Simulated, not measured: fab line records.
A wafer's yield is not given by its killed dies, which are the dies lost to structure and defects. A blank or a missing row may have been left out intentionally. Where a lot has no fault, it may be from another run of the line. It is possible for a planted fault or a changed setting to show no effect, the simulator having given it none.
Chamber matching	flow nand_harc	cmp-04 running NHARC_P_CONTACT_CMP_24: 4 sister chambers
The step polishes, t overpolish 30 s, target thk 200 nm. 4 wafers are shown with their chamber, then 10 later ones without.

WAFERS PAIRED WITH THEIR CHAMBERS
wafer	chamber	motor_current_A (A)
L082.3	2	9.3
L083.6	3	14.2
L085.4	0	10.8
L085.5	1	11.0

WAFERS MISSING THEIR CHAMBER
wafer	motor_current_A (A)
L085.6	11.4
L089.1	11.4
L089.3	9.7
L089.6	11.0
L092.1	9.8
L092.3	11.1
L092.6	10.0
L094.1	11.4
L094.2	14.3
L094.5	9.9

THE CHAMBER EACH PASSED THROUGH
wafer	from the rows above	in truth
L085.6	can't be placed: 1 or 0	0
L089.1	can't be placed: 1 or 0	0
L089.3	can't be placed: 2 or 0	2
L089.6	can't be placed: 1 or 0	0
L092.1	can't be placed: 2 or 0 or 1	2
L092.3	can't be placed: 1 or 0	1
L092.6	can't be placed: 2 or 0 or 1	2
L094.1	can't be placed: 1 or 0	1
L094.2	3	3
L094.5	can't be placed: 2 or 0 or 1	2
Correctly placed: 1 of 10. Can't be placed from these rows: 9 (the true chamber is among the candidates in 9). Wrongly placed: 0.
How it was worked out, from the rows above alone: a wafer's distance from a chamber is the root of the sum, over the readings, of the square of ((its reading less the chamber's mean) divided by the reading's scatter). If the next closest chamber is less than 2 further off than the closest, the wafer can't be placed; otherwise it belongs to the closest. A chamber's mean is the mean of its shown wafers. The scatter: with one shown wafer a chamber, the root of the mean of the squares of how far each hidden wafer lies from its nearest shown one.
